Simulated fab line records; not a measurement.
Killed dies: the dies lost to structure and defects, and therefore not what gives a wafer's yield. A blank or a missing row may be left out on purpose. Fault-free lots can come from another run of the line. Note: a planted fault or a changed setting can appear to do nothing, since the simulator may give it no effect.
Comparing a struck lot with a sound one	flow nandHarc	24 steps out of a route of 1302
Sound: these wafers, L369.1, L369.4, L369.6. The struck wafers were L390.4, L390.5, L390.6. The cause is named last.
For every step that has rows: the tool of each side, followed by ch and its chambers, followed by its first start. Under that, the readings that differ: sound wafers	struck wafers	difference of the means	sigmas: that difference in standard deviations of wafers without a fault.
alike: readings whose means differ by less than 2 such deviations, and words and numbers that are the same on both sides. not compared: withheld readings, readings that some wafer has no value for, bounds like >300 that may hide the same value, and numbers for which the record gives no deviation and whose values overlap.
The two part at a step that has a row with sigmas, a row that says differs or no value, or rows on one side only. Numbers that don't overlap but have no deviation are shown without sigmas and don't part them. A reading missing from all wafers of one side parts the sides only when that side holds two or more wafers.

NHARC_P_CONTACT_DEP_30: deposits SiNx, target thk 30 nm.
  sound on pecvd-04 ch 0,1,2, day 6 12:27; struck on pecvd-04 ch 0,1,2, day 15 06:13
  alike: heaterPowerW, rfFwdPowerW
NHARC_P_CONTACT_DEP_00: deposits SiO2, target thk 500 nm.
  sound: pecvd-04 ch 0,1,2; struck: pecvd-04 ch 0,1,2
  alike: heaterPowerW, rfFwdPowerW, throttleValvePct
NHARC_P_CONTACT_CMP_01: polishes SiO2, target thk 200 nm.
  sound on cmp-01 ch 0,2,3, day 6 13:08; struck on cmp-01 ch 1,2,3, day 15 06:53
  alike: motorCurrentA, slurryFlowMlMin
then, 8 steps without rows for these wafers: NHARC_P_CONTACT_SRD_03; NHARC_P_CONTACT_DEHYDRATE_04 (time 120 s); NHARC_P_CONTACT_HMDS_05 (time 30 s); NHARC_P_CONTACT_COAT_33 (time 75 s); NHARC_P_CONTACT_COAT_34 (time 65 s); NHARC_P_CONTACT_COAT_06 (resist thk 90 nm); NHARC_P_CONTACT_SOFTBAKE_07 (time 55 s); NHARC_P_CONTACT_EBR_08.
NHARC_P_CONTACT_EXPOSE_09: exposes mask P CA, target cd 90 nm.
  sound on arfiScanner-01 ch 0, day 6 13:46; struck on arfiScanner-03 ch 0, day 15 07:31
reading	sound	struck	difference	sigmas
exposureDoseMJCm2	81.17 81.17 81.19	49.02 49.16 49.05	-32.10	-99 or more
  alike: mask, reticleTempC
then, 2 steps without rows for these wafers: NHARC_P_CONTACT_PEB_10 (peb time 65 s); NHARC_P_CONTACT_DEVELOP_11 (develop time 35 s).
NHARC_P_CONTACT_CD_MEAS_12: the cd target is 90 nm.
  sound on cdSem-02 ch 0, day 6 13:55; struck on cdSem-03 ch 0, day 15 07:38
reading	sound	struck	difference	sigmas
cdNm (nm)	89.4 89.6 89.4	58.7 58.1 58.2	-31.1	-59
NHARC_P_CONTACT_OVL_MEAS_13:
  struck on overlay-01, day 15 07:43; sound on overlay-02, day 6 14:00
reading	sound	struck	difference	sigmas
overlayYNm (nm)	-0.6 -0.6 -0.4	1.2 1.2 1.3	+1.8	+2
  alike: overlayXNm
NHARC_P_CONTACT_INSPECT_14:
  struck on defectInspect-01, day 15 07:46; sound on defectInspect-01, day 6 14:02
  alike: rawDefectCount
NHARC_P_CONTACT_DESCUM_17: chemistry O2, time 3 s.
  sound on rieDiel-12 ch 1,2,3, day 6 14:07; struck on rieDiel-11 ch 1,2,3, day 15 07:50
reading	sound	struck	difference	sigmas
model.P_CONTACT.cdNm (nm)	89.21 89.56 89.44	58.87 59.08 59.22	-30.35	
  alike: drypumpMotorCurrentA, oesProductAu, rfVppV, showerheadPlenumPTorr, throttleValvePct
  not compared: rfHoursCounterH
then, 1 step without rows for these wafers: NHARC_P_CONTACT_ETCH_35 (etches the open film in CF4, target depth 39 nm, time 65 s).
NHARC_P_CONTACT_ETCH_36: etches the open film in N2/H2, target depth 260 nm, time 406.25 s.
  sound: rieDiel-12 ch 1,2; struck: rieDiel-11 ch 0,2,3
  alike: biasW, drypumpMotorCurrentA, oesProductAu, rfFwdPowerW, rfVppV, showerheadPlenumPTorr, throttleValvePct
  not compared: rfHoursCounterH
NHARC_P_CONTACT_ETCH_18: etches the open film in C4F8/O2/Ar, target depth 481 nm, time 240.5 s.
  sound: rieDiel-12 ch 0,2,3; struck: rieDiel-11 ch 0,3
  alike: biasW, oesProductAu, rfFwdPowerW, rfVppV
  not compared: rfHoursCounterH
then, 1 step without rows for these wafers: NHARC_P_CONTACT_STRIP_37 (strips in C4F8/O2/Ar).
NHARC_P_CONTACT_ETCH_31: etches the open film in CH3F/O2, target depth 30 nm, time 85.7 s.
  sound: rieDiel-12 ch 1,2; struck: rieDiel-11 ch 2,3
reading	sound	struck	difference	sigmas
model.P_CONTACT.cdNm (nm)	89.33 88.26 88.41	58.78 59.86 58.69	-29.56	
  alike: biasW, drypumpMotorCurrentA, oesProductAu, rfFwdPowerW, rfVppV, showerheadPlenumPTorr, throttleValvePct
  not compared: rfHoursCounterH
NHARC_P_CONTACT_CD_MEAS_19:
  struck on cdSem-02, day 15 08:42; sound on cdSem-01, day 6 14:58
reading	sound	struck	difference	sigmas
cdNm (nm)	89.3 88.0 88.4	59.2 59.4 58.7	-29.5	-29

WHERE THEY PART
At NHARC_P_CONTACT_EXPOSE_09 first; at NHARC_P_CONTACT_CD_MEAS_19 last (within this record only).

WHY: the cause the simulator had injected
Process parameters drifting: arfiScanner-03 at NHARC_P_CONTACT_EXPOSE_09, beginning at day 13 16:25. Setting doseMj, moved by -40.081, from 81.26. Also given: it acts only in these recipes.
